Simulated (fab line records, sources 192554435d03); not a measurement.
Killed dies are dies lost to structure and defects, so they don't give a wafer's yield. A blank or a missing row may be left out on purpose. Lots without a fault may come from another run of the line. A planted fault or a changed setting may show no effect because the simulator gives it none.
Chamber matching | flow n5_finfet | N5_MOL_CONTACT_COAG_ALD_131 on ald_sin-02: 4 sister chambers
The step deposits SiO2, target thk 5 nm, pulse time 1 s, co reactant pulse time 1 s. 7 wafers are shown with their chamber, then 7 later ones without.

WAFERS WITH THEIR CHAMBER
wafer  | chamber | heater_power_outer_w (W) | heater_power_w (W)
L074.2 | 3       | 35                       | 72
L079.1 | 3       | 36                       | 70
L079.3 | 2       | 40                       | 77
L082.5 | 0       | 39                       | 72
L082.6 | 1       | 44                       | 84
L090.2 | 1       | 44                       | 85
L090.5 | 0       | 39                       | 72

WAFERS WITHOUT THEIR CHAMBER
wafer  | heater_power_outer_w (W) | heater_power_w (W)
L090.6 | 44                       | 84
L091.2 | 39                       | 77
L091.4 | 36                       | 70
L091.5 | 39                       | 73
L094.3 | 44                       | 86
L094.4 | 36                       | 71
L094.6 | 44                       | 84

WHICH CHAMBER EACH WENT THROUGH
wafer  | from the rows above | in truth
L090.6 | 1                   | 1
L091.2 | 2                   | 2
L091.4 | 3                   | 3
L091.5 | 0                   | 0
L094.3 | 1                   | 1
L094.4 | 3                   | 3
L094.6 | 1                   | 1
Placed correctly: 7 of 7. Can't be placed from these rows: 0. Placed wrongly: 0.
How it was worked out, from the rows above alone: a wafer's distance from a chamber is the root of the sum, over the readings, of the square of ((its reading less the chamber's mean) divided by the reading's scatter). The wafer belongs to the nearest chamber; if the next one is less than 2 further off, it can't be placed. A chamber's mean is the mean of its shown wafers. The scatter: the root of (the sum of the squares of (reading less its chamber's mean) over the shown wafers, divided by (wafers less chambers)).
